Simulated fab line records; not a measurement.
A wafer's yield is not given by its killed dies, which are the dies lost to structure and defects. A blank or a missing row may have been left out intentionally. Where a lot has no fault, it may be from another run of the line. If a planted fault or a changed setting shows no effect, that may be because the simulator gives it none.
fab line records	flow nandHarc
record lots=12	wafers=32	lastDay=34
route steps=1302 shown P_GATE@175 P_CONTACT@217 END@1302
lots that met no fault: taken from a fault-free run of the same line
startH: start of the lot's first displayed wafer, in hours after the record's first day	waitH: time in hours since the lot's previous step	" the same as in the row above	L1.1+2: a row that stands for several wafers	- no value, or no start was given	* or withheld: withheld	< > ~ a bound
route shown NAME@n: names a module that has steps shown in the file, with the first one's number in the route	usual: mean/standard deviation taken from wafers without a fault	same: alike in all rows	chamber/n: place in a boat	sites: the reading at each site	_std_site: the values' standard deviation	_edge_site: mean of outer sites minus mean of inner sites	radiusMm: for every site, how far away it sits from the centre of the wafer	mask NAME#n: copy n	behind: tool/chamber where the wafer was last shaped	hold: why the lot was held/for how many hours/how that ended	device: transistor that didn't switch, given as n, p or np	end of line: the tests these same wafers got at the end of their route	step lacking rows: just its recipe	killed: count of dies lost to structure and defects at first sort (not the wafer's yield)	map: shows each die of a wafer: x if killed, . if not, _ if none is there
set.NAME: setting as actually run; set.NAME@STEP: the setting as run at that earlier step	model.NAME: the simulator's own value behind a step, which no gauge read
one table for each step of the route and one row for each wafer, over a sample of lots
services: a tool's chamber out of use, with start hour (startH, from the record's first day; less than 0 if before it), hours out, and reason
## steps
# step NHARC_P_GATE_STRIP_75
# recipe powerW=1500	tempC=250	chemistry=O2
# usual drypumpMotorCurrentA=5.87/0.12	heaterPowerW=298/40	tempC=250.01/0.17
lot.wafer	tool	chamber	startH	waitH	drypumpMotorCurrentA	heaterPowerW	rfHoursCounterH	tempC
L550.4	plasmaAsher-02	1	103.59	0.1	6.01	359	-	250.03
L550.5	"	0	"	"	5.85	272	-	249.91
L550.6	"	1	"	"	6.02	360	-	249.95
L551.1	plasmaAsher-01	0	121.24	0.3	5.94	237	27	250.01
L551.6	"	0	"	"	5.94	241	-	249.92
L551.5	"	1	"	"	5.69	343	-	250.01
L556.6	plasmaAsher-02	0	171.35	0.1	5.84	263	-	250.13
L557.6	plasmaAsher-02	1	174.31	0.1	6.01	359	-	249.81
L563.1	plasmaAsher-02	0	241.15	0.2	5.86	276	33	250.50
L563.6	"	1	"	"	6.02	362	-	249.67
L563.5	"	0	"	"	5.87	280	-	249.95
L564.3	plasmaAsher-02	0	258.47	0.1	5.85	279	-	250.11
L564.5	"	1	"	"	6.01	322	-	249.96
L564.6	"	0	"	"	5.84	287	-	250.11
L565.1	plasmaAsher-01	0	258.65	2.0	5.93	251	16	249.90
L565.3	"	0	"	"	5.94	245	-	249.78
L565.5	"	0	"	"	5.93	247	-	249.92
L566.1	plasmaAsher-01	1	271.96	0.2	5.67	308	20	250.15
L566.2	"	0	"	"	5.92	247	20	249.81
L566.6	"	0	"	"	5.93	246	-	249.98
L568.2	plasmaAsher-01	1	292.37	0.3	5.71	308	24	249.96
L568.4	"	1	"	"	5.67	316	-	250.28
L568.3	"	0	"	"	5.93	253	-	250.09
L569.2	plasmaAsher-02	1	305.71	0.3	6.01	334	10	250.14
L569.6	"	1	"	"	6.00	330	-	249.76
L569.5	"	0	"	"	5.84	290	-	249.70
L570.2	plasmaAsher-01	0	309.81	0.3	5.93	250	26	250.02
L570.4	"	1	"	"	5.71	315	-	250.17
L570.5	"	0	"	"	5.93	255	-	249.95
L573.2	plasmaAsher-02	1	334.45	0.2	6.02	326	17	250.23
L573.1	"	0	"	"	5.86	284	17	250.21
L573.3	"	0	"	"	5.86	278	-	250.29
# step NHARC_P_GATE_STRIP_112
# recipe powerW=1500	tempC=110	timeS=200	chemistry=N2/H2
# usual drypumpMotorCurrentA=5.87/0.12	heaterPowerW=79/11	tempC=110.01/0.16
# same timeS=200
lot.wafer	tool	chamber	startH	waitH	drypumpMotorCurrentA	heaterPowerW	rfHoursCounterH	tempC
L550.4	plasmaAsher-02	1	105.11	0.2	6.00	97	-	109.83
L550.5	"	1	"	"	6.02	95	-	110.16
L550.6	"	0	"	"	5.86	73	-	109.87
L551.1	plasmaAsher-01	1	122.83	0.3	5.67	91	27	109.91
L551.6	"	1	"	"	5.70	91	-	109.80
L551.5	"	0	"	"	5.92	65	-	110.00
L556.6	plasmaAsher-02	1	172.80	0.2	5.99	96	-	110.03
L557.6	plasmaAsher-02	1	175.88	0.2	5.99	96	-	109.73
L563.1	plasmaAsher-01	1	242.73	0.3	5.71	83	14	110.05
L563.5	"	0	"	"	5.90	66	-	110.15
L563.6	"	1	"	"	5.69	80	-	110.32
L564.3	plasmaAsher-02	1	259.85	0.2	6.01	87	-	110.18
L564.5	"	1	"	"	6.00	88	-	110.15
L564.6	"	0	"	"	5.89	76	-	109.82
L565.1	plasmaAsher-02	0	260.10	0.2	5.86	75	1	109.98
L565.3	"	1	"	"	6.03	90	-	110.01
L565.5	"	1	"	"	6.02	89	-	109.83
L566.1	plasmaAsher-02	1	273.41	0.2	6.02	88	5	110.05
L566.2	"	0	"	"	5.86	74	5	109.97
L566.6	"	0	"	"	5.85	75	-	110.13
L568.2	plasmaAsher-01	1	293.72	0.2	5.69	84	24	109.70
L568.3	"	1	"	"	5.68	84	-	109.79
L568.4	"	0	"	"	5.93	66	-	109.88
L569.2	plasmaAsher-01	0	307.21	0.2	5.93	67	26	109.79
L569.6	"	1	"	"	5.68	82	-	109.91
L569.5	"	0	"	"	5.92	68	-	110.02
L570.2	plasmaAsher-02	0	311.26	0.2	5.85	75	11	109.82
L570.4	"	1	"	"	6.00	91	-	109.92
L570.5	"	0	"	"	5.85	73	-	110.10
L573.2	plasmaAsher-01	0	335.91	0.2	5.93	66	33	110.02
L573.1	"	1	"	"	5.71	85	33	109.92
L573.3	"	1	"	"	5.69	84	-	110.03
# step NHARC_P_GATE_RTA_80
# recipe tempC=300	timeS=30
# usual lampPowerPct=2.11/0.093	wafer_temp_C_max=301.9/0.41
# same timeS=30
lot.wafer	tool	chamber	startH	waitH	lampPowerPct	wafer_temp_C_max
L550.4	rtpAnneal-01	0	108.57	-	2.03	302.0
L550.5	"	0	"	"	2.02	301.8
L550.6	"	0	"	"	2.02	301.9
L551.1	rtpAnneal-02	0	126.64	-	2.21	302.5
L551.5	"	0	"	"	2.21	302.1
L551.6	"	0	"	"	2.21	302.2
L556.6	rtpAnneal-02	0	176.34	-	2.22	302.5
L557.6	rtpAnneal-01	0	179.44	-	2.02	301.9
L563.1	rtpAnneal-02	0	246.29	-	2.21	302.9
L563.5	"	0	"	"	2.21	302.3
L563.6	"	0	"	"	2.21	301.9
L564.3	rtpAnneal-02	0	263.32	-	2.22	301.8
L564.5	"	0	"	"	2.21	302.5
L564.6	"	0	"	"	2.22	301.9
L565.1	rtpAnneal-02	0	263.73	-	2.21	302.9
L565.3	"	0	"	"	2.21	302.1
L565.5	"	0	"	"	2.21	302.1
L566.1	rtpAnneal-01	0	277.24	-	2.02	302.0
L566.2	"	0	"	"	2.02	301.6
L566.6	"	0	"	"	2.02	301.6
L568.2	rtpAnneal-01	0	297.60	-	2.02	301.8
L568.3	"	0	"	"	2.02	301.6
L568.4	"	0	"	"	2.02	301.3
L569.2	rtpAnneal-02	0	310.78	-	2.21	302.3
L569.5	"	0	"	"	2.21	302.3
L569.6	"	0	"	"	2.21	302.5
L570.2	rtpAnneal-02	0	314.87	-	2.22	302.6
L570.4	"	0	"	"	2.22	302.1
L570.5	"	0	"	"	2.22	302.9
L573.1	rtpAnneal-01	0	339.39	-	2.02	301.2
L573.2	"	0	"	"	2.02	301.5
L573.3	"	0	"	"	2.02	302.4
# step NHARC_P_GATE_RTA_82
# recipe tempC=450	timeS=30
# usual lampPowerPct=4.10/0.17	wafer_temp_C_max=452.8/0.51
# same timeS=30
lot.wafer	tool	chamber	startH	waitH	lampPowerPct	wafer_temp_C_max
L550.4	rtpAnneal-02	0	109.03	-	4.34	452.8
L550.5	"	0	"	"	4.34	452.3
L550.6	"	0	"	"	4.34	452.4
L551.1	rtpAnneal-02	0	127.31	-	4.34	453.4
L551.5	"	0	"	"	4.34	453.8
L551.6	"	0	"	"	4.35	453.1
L556.6	rtpAnneal-01	0	176.80	-	3.97	452.1
L557.6	rtpAnneal-01	0	179.89	-	3.97	452.1
L563.1	rtpAnneal-01	0	246.75	-	3.98	453.3
L563.5	"	0	"	"	3.98	452.2
L563.6	"	0	"	"	3.97	452.8
L564.3	rtpAnneal-01	0	263.78	-	3.98	452.4
L564.5	"	0	"	"	3.98	452.6
L564.6	"	0	"	"	3.98	453.1
L565.1	rtpAnneal-01	0	264.19	-	3.98	453.3
L565.3	"	0	"	"	3.98	453.0
L565.5	"	0	"	"	3.98	452.5
L566.1	rtpAnneal-01	0	277.70	-	3.98	451.8
L566.2	"	0	"	"	3.98	452.1
L566.6	"	0	"	"	3.98	452.2
L568.2	rtpAnneal-02	0	298.06	-	4.34	452.1
L568.3	"	0	"	"	4.34	452.4
L568.4	"	0	"	"	4.34	453.1
L569.2	rtpAnneal-01	0	311.24	-	3.98	452.6
L569.5	"	0	"	"	3.97	453.4
L569.6	"	0	"	"	3.98	452.7
L570.2	rtpAnneal-01	0	315.32	-	3.97	452.8
L570.4	"	0	"	"	3.98	452.9
L570.5	"	0	"	"	3.98	453.6
L573.1	rtpAnneal-01	0	339.85	-	3.98	452.8
L573.2	"	0	"	"	3.98	452.6
L573.3	"	0	"	"	3.98	452.6
# step NHARC_P_GATE_INSPECT_68
# usual rawDefectCount=209/79
lot.wafer	tool	chamber	startH	waitH	hold	rawDefectCount
L550.4	defectInspect-02	-	109.15	0.1	-	220
L550.5	"	-	"	"	-	146
L550.6	"	-	"	"	-	174
L551.1	defectInspect-01	-	127.51	0.2	-	154
L551.5	"	-	"	"	-	206
L551.6	"	-	"	"	-	168
L556.6	defectInspect-02	-	176.86	0.0	awaitDispo/0.2h/release	1187
L556.6	defectInspect-02	-	177.03	0.2	-	1183
L557.6	defectInspect-01	-	179.95	0.0	awaitDispo/0.2h/release	1169
L557.6	defectInspect-01	-	180.12	0.2	-	1190
L563.1	defectInspect-01	-	246.95	0.2	-	308
L563.5	"	-	"	"	-	187
L563.6	"	-	"	"	-	202
L564.3	defectInspect-02	-	263.92	0.1	-	247
L564.5	"	-	"	"	-	160
L564.6	"	-	"	"	-	202
L565.1	defectInspect-02	-	264.39	0.2	-	151
L565.3	"	-	"	"	-	232
L565.5	"	-	"	"	-	434
L566.1	defectInspect-01	-	277.90	0.2	-	507
L566.2	"	-	"	"	-	182
L566.6	"	-	"	"	-	177
L568.2	defectInspect-01	-	298.22	0.1	-	217
L568.3	"	-	"	"	-	118
L568.4	"	-	"	"	-	156
L569.2	defectInspect-02	-	311.41	0.1	-	349
L569.5	"	-	"	"	-	293
L569.6	"	-	"	"	-	237
L570.2	defectInspect-01	-	315.49	0.1	-	155
L570.4	"	-	"	"	-	115
L570.5	"	-	"	"	-	200
L573.1	defectInspect-01	-	340.04	0.2	-	161
L573.2	"	-	"	"	-	157
L573.3	"	-	"	"	-	160
# step NHARC_P_CONTACT_DEP_30
# recipe targetThkA=300	tempC=400	targetThkNm=30	flowSccm=200	rfW=450	material=SiNx
# usual heaterPowerW=695/98
lot.wafer	tool	chamber	startH	waitH	hold	heaterPowerW
L550.6	pecvd-02	1	109.33	0.2	-	656
L550.5	"	2	"	"	-	740
L550.4	"	0	"	"	-	799
L551.1	pecvd-03	1	127.62	0.1	-	648
L551.5	"	1	"	"	-	672
L551.6	"	2	"	"	-	689
L556.6	pecvd-04	2	179.88	2.9	awaitDispo/2.1h/release	677
L557.6	pecvd-03	1	184.47	4.3	awaitDispo/4.1h/release	684
L563.1	pecvd-03	1	247.05	0.1	-	648
L563.5	"	0	"	"	-	797
L563.6	"	1	"	"	-	626
L564.3	pecvd-03	0	264.06	0.1	-	800
L564.6	"	1	"	"	-	679
L564.5	"	0	"	"	-	790
L565.1	pecvd-04	0	264.49	0.1	-	846
L565.3	"	1	"	"	-	522
L565.5	"	2	"	"	-	578
L566.2	pecvd-02	2	277.99	0.1	-	712
L566.1	"	1	"	"	-	689
L566.6	"	1	"	"	-	687
L568.2	pecvd-04	0	298.29	0.1	-	863
L568.3	"	2	"	"	-	707
L568.4	"	1	"	"	-	543
L569.2	pecvd-04	0	311.47	0.1	-	822
L569.5	"	0	"	"	-	833
L569.6	"	2	"	"	-	720
L570.2	pecvd-03	2	315.56	0.1	-	714
L570.5	"	2	"	"	-	739
L570.4	"	1	"	"	-	714
L573.1	pecvd-04	0	340.11	0.1	-	850
L573.2	"	1	"	"	-	529
L573.3	"	2	"	"	-	730
# step NHARC_END_SORT_01
# recipe tempC=25
# usual killedAtArray=52/18	killedAtOther=0.6/0.83	killedAtPeriphery=4.3/2.8	killedDies=57/19	killedOpen=3.4/2	killedShort=2.5/1.7
# same grossDies=677
lot.wafer	tool	chamber	startH	waitH	killedAtArray	killedAtOther	killedAtPeriphery	killedDies	killedOpen	killedShort
L557.6	prober-01	0	610.67	4.1	54	1	93	148	3	1
L556.6	prober-02	0	710.62	4.0	45	0	95	140	2	0
L566.1	prober-02	0	714.27	2.5	66	0	2	68	2	6
L566.2	prober-02	0	715.08	2.8	72	0	5	77	6	4
L566.6	prober-02	0	718.29	4.0	62	0	5	67	5	3
# killed by level:class
L557.6 P_GATE:unspecified=92 A_CHANNEL_HOLE_D1:chamberFilmFlake=39 A_CHANNEL_HOLE_D2:chamberFilmFlake=7 A_ONON_D2:geometricParticle:open=2 A_SLIT:chamberFilmFlake=2 A_CONTACT:chamberFilmFlake=2 A_CHANNEL_HOLE_D1:geometricParticle:short=1 STARTING-WAFER:geometricParticle:open=1
L556.6 P_GATE:unspecified=94 A_CHANNEL_HOLE_D2:chamberFilmFlake=34 A_CONTACT:chamberFilmFlake=5 A_DECK1_JOINT:geometricParticle:open=1 A_M0:geometricParticle:open=1 A_CHANNEL_HOLE_D1:chamberFilmFlake=1 P_M1:chamberFilmFlake=1 A_ZERO_WELL:chamberFilmFlake=1
L566.1 A_CHANNEL_HOLE_D1:chamberFilmFlake=32 A_SLIT:chamberFilmFlake=15 A_CHANNEL_HOLE_D2:chamberFilmFlake=6 A_STAIRCASE:chamberFilmFlake=4 P_CONTACT:geometricParticle:short=1 A_CHANNEL_HOLE_D1:geometricParticle:open=1 A_CHANNEL_FILL_D1:geometricParticle:open=1 A_CHANNEL_FILL_D1:geometricParticle:short=1
L566.2 A_CHANNEL_HOLE_D1:chamberFilmFlake=38 A_SLIT:chamberFilmFlake=10 A_CHANNEL_HOLE_D2:chamberFilmFlake=10 A_ONON_D2:geometricParticle:open=2 A_ONON_D2:geometricParticle:short=2 A_CHANNEL_FILL_D2:geometricParticle:short=2 P_GATE:chamberFilmFlake=2 A_DECK1_JOINT:chamberFilmFlake=2
L566.6 A_CHANNEL_HOLE_D1:chamberFilmFlake=27 A_SLIT:chamberFilmFlake=15 A_CHANNEL_HOLE_D2:chamberFilmFlake=8 P_GATE:chamberFilmFlake=3 A_STAIRCASE:chamberFilmFlake=3 P_M0:geometricParticle:open=1 A_SOURCE_PLATE:geometricParticle:open=1 A_CHANNEL_FILL_D1:geometricParticle:short=1
## services
tool	chamber	startH	hours	kind
plasmaAsher-02	0	81.00	-	clean
plasmaAsher-02	1	81.00	-	clean
pecvd-04	-	88.23	13.0	pm
pecvd-04	0	88.23	13.0	ventCycle
pecvd-04	1	88.23	13.0	ventCycle
pecvd-02	-	99.31	1.7	repair
plasmaAsher-02	-	115.78	0.5	repair
plasmaAsher-01	-	147.16	1.4	repair
pecvd-03	0	158.55	3.7	repair
plasmaAsher-01	-	165.00	9.0	pm
plasmaAsher-01	0	165.00	9.0	ventCycle
plasmaAsher-01	1	165.00	9.0	ventCycle
plasmaAsher-01	0	174.00	-	clean
plasmaAsher-01	1	174.00	-	clean
pecvd-04	1	174.83	7.5	repair
pecvd-03	-	185.44	13.0	pm
pecvd-02	-	227.06	13.0	pm
plasmaAsher-02	-	249.00	9.0	pm
plasmaAsher-02	0	249.00	9.0	ventCycle
plasmaAsher-02	1	249.00	9.0	ventCycle
plasmaAsher-02	0	258.00	-	clean
plasmaAsher-02	1	258.00	-	clean
pecvd-04	-	269.23	13.0	pm
plasmaAsher-02	-	286.24	2.1	repair
## key
firstSign step=NHARC_P_GATE_INSPECT_68	reading=rawDefectCount	direction=up	sigmas=12	usual=209	struck=1178
effect step=NHARC_P_GATE_INSPECT_68	reading=hold	direction=added
effect step=NHARC_END_SORT_01	reading=killedAtPeriphery	direction=up	sigmas=32	usual=4.3	struck=94
moreKillsBornAt NHARC_P_GATE_STRIP_112@plasmaAsher-02=186
metAt NHARC_P_GATE_STRIP_112
struckLots L556,L557
struckWafers L556.6,L557.6
testerLeftOut L556,L557
notActingAt NHARC_P_GATE_STRIP_75,NHARC_P_GATE_RTA_80,NHARC_P_GATE_RTA_82
onsetBetween 105.11 172.80
fault kind=chamberParticleSource	tool=plasmaAsher-02	chamber=1	onsetH=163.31	steps=NHARC_P_GATE_STRIP_112	ratePerVisitCm2=1.5253	endH=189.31
# testerLeftOut: of these lots the tester's yield and bins aren't shown, on N5 and GAA mostly nor the transistor test; their killed dies are dies lost to structure and defects alone, not to doping, threshold or leakage, so they don't give the yield
